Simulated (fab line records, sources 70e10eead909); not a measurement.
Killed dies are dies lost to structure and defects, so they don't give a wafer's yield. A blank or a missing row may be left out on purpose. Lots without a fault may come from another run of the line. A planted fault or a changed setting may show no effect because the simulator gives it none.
Chamber matching | flow nand_harc | NHARC_A_STAIRCASE_ETCH_313 on rie_diel-02: 4 sister chambers
The step etches the open film in CF4/CHF3. 14 wafers are shown with their chamber, then 6 later ones without.

WAFERS WITH THEIR CHAMBER
wafer  | chamber | drypump_motor_current_A (A) | showerhead_plenum_p_Torr (Torr) | rf_vpp_V (V)
L080.1 | 1       | 5.62                        | 1.70                            | 375.2
L080.3 | 2       | 5.85                        | 1.63                            | 372.8
L080.5 | 0       | 5.80                        | 1.47                            | 367.4
L083.2 | 1       | 5.58                        | 1.69                            | 374.7
L083.4 | 0       | 5.78                        | 1.47                            | 366.1
L083.5 | 3       | 5.25                        | 1.58                            | 370.3
L084.1 | 1       | 5.58                        | 1.69                            | 375.5
L084.3 | 3       | 5.26                        | 1.58                            | 370.6
L084.6 | 0       | 5.78                        | 1.47                            | 367.6
L085.1 | 3       | 5.22                        | 1.58                            | 370.7
L085.2 | 2       | 5.86                        | 1.62                            | 371.9
L085.4 | 0       | 5.79                        | 1.47                            | 367.2
L090.2 | 3       | 5.23                        | 1.57                            | 369.5
L090.3 | 2       | 5.86                        | 1.61                            | 371.4

SIGNATURES (means of the wafers above)
reading                  | chamber 0 | chamber 1 | chamber 2 | chamber 3 | scatter within a chamber
drypump_motor_current_A  | 5.7875    | 5.5933    | 5.8567    | 5.2400    | 0.0155
showerhead_plenum_p_Torr | 1.4700    | 1.6933    | 1.6200    | 1.5775    | 0.00585
rf_vpp_V                 | 367.075   | 375.133   | 372.033   | 370.275   | 0.597
Rule: a wafer's distance from a chamber is the root of the sum, over the readings, of the square of ((its reading less the chamber's mean) divided by the reading's scatter). The wafer belongs to the nearest chamber; if the next one is less than 2 further off, it can't be placed. The scatter: the root of (the sum of the squares of (reading less its chamber's mean) over the shown wafers, divided by (wafers less chambers)).

WAFERS WITHOUT THEIR CHAMBER
wafer  | drypump_motor_current_A (A) | showerhead_plenum_p_Torr (Torr) | rf_vpp_V (V)
L090.6 | 5.79                        | 1.46                            | 367.5
L094.1 | 5.86                        | 1.61                            | 371.2
L094.3 | 5.21                        | 1.57                            | 370.1
L094.4 | 5.61                        | 1.68                            | 374.8
L096.2 | 5.23                        | 1.57                            | 369.1
L096.4 | 5.59                        | 1.68                            | 373.6

WHICH CHAMBER EACH WENT THROUGH
wafer  | from the rows above | in truth
L090.6 | 0                   | 0
L094.1 | 2                   | 2
L094.3 | 3                   | 3
L094.4 | 1                   | 1
L096.2 | 3                   | 3
L096.4 | 1                   | 1
Placed correctly: 6 of 6. Can't be placed from these rows: 0. Placed wrongly: 0.
